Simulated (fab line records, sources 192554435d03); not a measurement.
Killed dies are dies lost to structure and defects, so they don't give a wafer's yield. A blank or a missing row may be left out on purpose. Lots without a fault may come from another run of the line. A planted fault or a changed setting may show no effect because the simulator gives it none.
Split-lot experiment | flow n5_finfet | 7 lots, 21 wafers read, on a route of 1938 steps

THE SPLIT
At N5_BEOL_M8_ILD_DEP_00 (deposits SiCOH lowk from DEMS/porogen, target thk 179.75 nm, time 33.4 s), the setting time_s was moved away from the recipe's 33.4 s on 5 of the 21 wafers read, by -12.4% to +14.9%. The other wafers ran this setting at the recipe's value.

FROM THE SPLIT TO THE READING: what the file shows between them, 1 step
- N5_BEOL_M8_CURE_74: cures SiCOH lowk, time 240 s

THE READING
M8_ILD_THK, in nm, at N5_BEOL_M8_THK_MEAS_01. Fault-free wafers of this fab line usually give 154.3 nm, standard deviation 1.8 nm.

wafer  | tool, chamber at the split | time_s as run, s | against the recipe | M8_ILD_THK, nm | against lot-mates on the recipe
L078.2 | pecvd-04, 2                | 38.37            | +14.9%             | 173.6          | +21.1
L078.3 | pecvd-04, 1                | 33.4             | recipe             | 152.2          | -
L078.5 | pecvd-04, 1                | 33.4             | recipe             | 152.8          | -
L080.4 | pecvd-02, 2                | 33.4             | recipe             | 155.0          | -
L080.5 | pecvd-02, 1                | 33.4             | recipe             | 155.4          | -
L080.6 | pecvd-02, 0                | 33.4             | recipe             | 154.3          | -
L076.1 | pecvd-02, 1                | 33.4             | recipe             | 152.2          | -
L076.3 | pecvd-02, 2                | 33.4             | recipe             | 153.4          | -
L076.4 | pecvd-02, 2                | 36.89            | +10.4%             | 171.0          | +18.2
L091.1 | pecvd-02, 1                | 33.4             | recipe             | 153.3          | -
L091.3 | pecvd-02, 2                | 36.17            | +8.3%              | 164.9          | +10.3
L091.4 | pecvd-02, 2                | 33.4             | recipe             | 155.8          | -
L090.3 | pecvd-02, 2                | 33.4             | recipe             | 152.6          | -
L090.4 | pecvd-02, 2                | 34.95            | +4.6%              | 161.4          | +6.9
L090.5 | pecvd-02, 1                | 33.4             | recipe             | 156.4          | -
L093.4 | pecvd-01, 1                | 33.4             | recipe             | 156.1          | -
L093.5 | pecvd-01, 2                | 33.4             | recipe             | 154.6          | -
L093.6 | pecvd-01, 0                | 29.26            | -12.4%             | 136.7          | -18.7
L095.1 | pecvd-04, 1                | 33.4             | recipe             | 155.7          | -
L095.4 | pecvd-04, 2                | 33.4             | recipe             | 154.7          | -
L095.5 | pecvd-04, 0                | 33.4             | recipe             | 156.8          | -

THE FIT
A straight line over all 21 wafers: M8_ILD_THK changes by +1.39 nm for each +1% of time_s; r = +0.98; the points scatter about the line by 1.5 nm.
The same after taking each lot's own level away (the mean of its wafers on the recipe; 21 wafers): +1.49 nm for each +1%; r = +0.99; scatter 1.2 nm.
On that fit, the largest move of time_s shifts the reading by 22 nm.
The lots' own levels span 152.50 to 155.73 nm, that is 1.8 times the standard deviation above.
So the lot-to-lot level changes the slope little: the two slopes agree.
Check: with one of the wafers moved furthest among these (+14.9%) left out of the fit, the line predicts +22.7 nm for it against its lot-mates. It came out at +21.1 nm against them.

OTHER SPLITS ON THESE WAFERS
These wafers also went through other splits before the reading. Each is held against what the fit with the lots' levels taken away leaves over:
other split on the same wafers   | wafers away from the commonest value | r with M8_ILD_THK (lot level and that fit taken away)
N5_BEOL_M5_TRENCH_ETCH_37 time_s | 3                                    | +0.02
N5_BEOL_M6_COAT_22 spin_rpm      | 5                                    | +0.13
N5_BEOL_M6_ETCH_66 bias_w        | 5                                    | +0.01
N5_BEOL_M7_ETCH_61 source_w      | 8                                    | +0.19

THE WHOLE CHAIN: every reading that the file lists as answering this split, in the file's order
step                   | what it does                                                             | reading                                                                                  | change (the file's fit)              | r (the file's)
N5_BEOL_M8_ILD_DEP_00  | deposits SiCOH lowk from DEMS/porogen, target thk 179.75 nm, time 33.4 s | SiCOH_lowk_of_BEOL_M8_ILD_DEP_00.thk_nm (the simulator's own value, which no gauge read) | +1.71 nm for each +1% of the setting | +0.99
N5_BEOL_M8_CURE_74     | cures SiCOH lowk, time 240 s                                             | SiCOH_lowk_of_BEOL_M8_ILD_DEP_00.thk_nm (the simulator's own value, which no gauge read) | +1.49 nm for each +1% of the setting | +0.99
N5_BEOL_M8_THK_MEAS_01 |                                                                          | M8_ILD_THK                                                                               | +1.48 for each +1% of the setting    | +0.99

THE FILE'S OWN FIT
M8_ILD_THK changes by +1.48 nm for each +1% of time_s, r = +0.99.
